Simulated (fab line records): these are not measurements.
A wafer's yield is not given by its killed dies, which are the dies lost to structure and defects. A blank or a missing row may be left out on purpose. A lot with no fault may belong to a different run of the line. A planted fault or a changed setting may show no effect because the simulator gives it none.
Comparing a struck lot with a sound one :: flow n5 finfet :: 37 out of 1938 route steps
Sound: these wafers, L298.2, L298.4, L298.6. Wafers struck: L307.1, L307.2, L307.6. The cause comes at the end.
For every step that has rows: the tool of each side, followed by ch and its chambers, followed by its first start. Under that, the readings that differ: sound wafers :: struck wafers :: difference of the means :: sigmas: that difference in standard deviations of wafers without a fault.
alike: same words and numbers on both sides, and readings whose means sit less than 2 such deviations apart. not compared: any withheld reading, any reading some wafer has no value for, any bound like >300 that may hide the same value, and any number with overlapping values for which the record gives no deviation.
The two part at a step that has a row with sigmas, a row that says differs or no value, or rows on one side only. Numbers that don't overlap but have no deviation are shown without sigmas and don't part them. Lack of a reading on every wafer of one side parts them only where that side has two or more wafers.

first, 9 steps without rows for these wafers: N5_WELL_APT_COAT_02 (resist thk 950 nm); N5_WELL_APT_EBR_04; N5_WELL_APT_SOFTBAKE_03 (time 60 s); N5_WELL_APT_EXPOSE_05 (exposes mask NWELL, defocus 0 nm, target cd 200 nm); N5_WELL_APT_PEB_06 (peb time 90 s); N5_WELL_APT_DEVELOP_07 (develop time 45 s); N5_WELL_APT_HARDBAKE_12 (time 120 s); N5_WELL_APT_DESCUM_13 (chemistry O2, time 7.9 s); N5_WELL_APT_IMPLANT_14.
N5_WELL_APT_IMPLANT_15:
  sound on implanter-01 ch 0, day 2 08:06; struck on implanter-01 ch 0, day 4 14:05
reading: dose ions cm2
sound: 1.4978e+13 1.4984e+13 1.4971e+13
struck: 1.7367e+13 1.7363e+13 1.7366e+13
difference: +2.3877e+12
sigmas: +99 or more

reading: faraday current uA
sound: 193 188 191
struck: 218 227 219
difference: +31
sigmas: +9
then, 25 steps without rows for these wafers: N5_WELL_APT_STRIP_16 (strips in SPM, time 900 s); N5_WELL_APT_HMDS_18 (time 60 s); N5_WELL_APT_COAT_19 (resist thk 950 nm); N5_WELL_APT_EBR_21; N5_WELL_APT_SOFTBAKE_20 (time 60 s); N5_WELL_APT_EXPOSE_22 (exposes mask PWELL, defocus 0 nm, target cd 200 nm); N5_WELL_APT_PEB_23 (peb time 90 s); N5_WELL_APT_DEVELOP_24 (develop time 45 s); N5_WELL_APT_HARDBAKE_29 (time 120 s); N5_WELL_APT_DESCUM_30 (chemistry O2, time 7.9 s); N5_WELL_APT_IMPLANT_31; N5_WELL_APT_IMPLANT_32; N5_WELL_APT_STRIP_33 (strips in SPM, time 900 s); N5_WELL_APT_RTA_34 (time 10 s); N5_WELL_APT_OXIDE_STRIP_42 (strips SiO2 in dHF, time 45 s, target depth 12 nm); N5_WELL_APT_PRECLEAN_36 (cleans in O3/DIW, time 45 s); N5_WELL_APT_PRECLEAN_39 (cleans in dHF, time 60 s); N5_WELL_APT_SRD_37 (time 30 s); N5_WELL_APT_EPI_41 (deposits Si from SiH4/H2, target thk 50 nm, time 297.7 s); N5_PMOS_HMC_CHANNEL_EPI_HM_DEP_34 (deposits SiO2 from TEOS/O2, target thk 36 nm, time 6.9 s); N5_PMOS_HMC_CHANNEL_EPI_COAT_31 (time 60 s, resist thk 66 nm); N5_PMOS_HMC_CHANNEL_EPI_COAT_03 (resist thk 205 nm); N5_PMOS_HMC_CHANNEL_EPI_EBR_05; N5_PMOS_HMC_CHANNEL_EPI_SOFTBAKE_04 (time 60 s); N5_PMOS_HMC_CHANNEL_EPI_EXPOSE_06 (exposes mask PMOS HMC BLK, target cd 240 nm).
-- record jumps: 7 days separate the struck wafers' starts on either side; left off in module PMOS_HMC_CHANNEL_EPI, taken up again in module BEOL_M4, whose first shown step is the route's number 1111 --
N5_BEOL_M4_RC_MEAS_101:
  sound on prober-02 ch 0, day 9 20:02; struck on prober-01 ch 0, day 11 22:24
reading: CJ_P
sound: 5.91 5.91 6.06
struck: 6.60 6.36 6.48
difference: +0.52
sigmas: +3
  alike: DIBL_N, DIBL_P, IOFF_N, IOFF_P, ION_N, ION_P, SS_N, SS_P, VT_N, VT_P
-- record jumps: 4 days separate the struck wafers' starts on either side; left off in module BEOL_M4, taken up again in module PASSIVATION, whose first shown step is the route's number 1936 --
N5_PASSIVATION_PROBE_49:
  record: rows for the struck wafers here (prober-02, day 16 00:48), none for the sound ones

== WHERE THEY PART ==
First at N5_WELL_APT_IMPLANT_15; last, within this record, at N5_PASSIVATION_PROBE_49.

WHY: what the simulator had put in
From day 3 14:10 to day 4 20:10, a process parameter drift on implanter-01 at N5_WELL_APT_IMPLANT_15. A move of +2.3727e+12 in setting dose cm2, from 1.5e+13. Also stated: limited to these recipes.
